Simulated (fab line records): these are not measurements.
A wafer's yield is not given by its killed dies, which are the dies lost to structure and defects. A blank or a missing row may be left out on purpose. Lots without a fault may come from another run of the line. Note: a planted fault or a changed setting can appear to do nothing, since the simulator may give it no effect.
Chamber matching + flow n5 finfet + N5_BEOL_M5_ETCH_62 on rie diel-01 has 4 sister chambers
The step etches SOC in N2/H2, target depth 75 nm, overetch 15 nm, time 112.5 s. 14 wafers are shown with their chamber, then 7 later ones without.

## EACH WAFER AND ITS CHAMBER
| wafer  | chamber | throttle valve pct (%) | showerhead plenum p Torr (Torr) | oes product au (a.u.) |
|--------|---------|------------------------|---------------------------------|-----------------------|
| L078.1 | 2       | 17.40                  | 2.47                            | 0.66                  |
| L078.3 | 1       | 17.70                  | 2.57                            | 0.67                  |
| L078.5 | 0       | 17.85                  | 2.56                            | 0.61                  |
| L085.2 | 0       | 17.88                  | 2.55                            | 0.60                  |
| L085.3 | 1       | 17.74                  | 2.57                            | 0.65                  |
| L085.4 | 3       | 17.51                  | 2.61                            | 0.75                  |
| L086.2 | 1       | 17.74                  | 2.57                            | 0.65                  |
| L086.3 | 3       | 17.52                  | 2.60                            | 0.75                  |
| L086.5 | 1       | 17.73                  | 2.57                            | 0.65                  |
| L091.2 | 0       | 17.89                  | 2.54                            | 0.59                  |
| L091.5 | 3       | 17.52                  | 2.60                            | 0.73                  |
| L091.6 | 0       | 17.89                  | 2.54                            | 0.58                  |
| L090.2 | 1       | 17.76                  | 2.56                            | 0.65                  |
| L090.5 | 0       | 17.91                  | 2.54                            | 0.58                  |

SIGNATURES (means of the wafers above)
| reading                  | chamber 0 | chamber 1 | chamber 2 | chamber 3 | scatter within a chamber |
|--------------------------|-----------|-----------|-----------|-----------|--------------------------|
| throttle valve pct       | 17.8840   | 17.7340   | 17.4000   | 17.5167   | 0.0198                   |
| showerhead plenum p Torr | 2.5460    | 2.5680    | 2.4700    | 2.6033    | 0.00683                  |
| oes product au           | 0.5920    | 0.6540    | 0.6600    | 0.7433    | 0.0113                   |
Rule: a wafer lies at a distance from a chamber equal to the root of the sum of squares, over the readings, of (its reading less the chamber's mean, divided by the reading's scatter). If the next closest chamber is less than 2 further off than the closest, the wafer can't be placed; otherwise it belongs to the closest. The scatter is the square root of a quotient: the sum, over the shown wafers, of each reading's squared deviation from its chamber's mean, divided by wafers minus chambers.

## WAFERS WITHOUT THEIR CHAMBER
| wafer  | throttle valve pct (%) | showerhead plenum p Torr (Torr) | oes product au (a.u.) |
|--------|------------------------|---------------------------------|-----------------------|
| L090.6 | 17.76                  | 2.56                            | 0.64                  |
| L096.2 | 17.91                  | 2.54                            | 0.58                  |
| L096.4 | 17.55                  | 2.59                            | 0.71                  |
| L096.5 | 17.54                  | 2.59                            | 0.70                  |
| L097.1 | 17.75                  | 2.56                            | 0.63                  |
| L097.2 | 17.54                  | 2.59                            | 0.71                  |
| L097.5 | 17.93                  | 2.54                            | 0.58                  |

## THE CHAMBER EACH PASSED THROUGH
| wafer  | from the rows above | in truth |
|--------|---------------------|----------|
| L090.6 | 1                   | 1        |
| L096.2 | 0                   | 0        |
| L096.4 | 3                   | 3        |
| L096.5 | 3                   | 3        |
| L097.1 | 1                   | 1        |
| L097.2 | 3                   | 3        |
| L097.5 | 0                   | 0        |
Placed correctly: 7 of 7. Number that these rows cannot place: 0. Placed wrongly: 0.
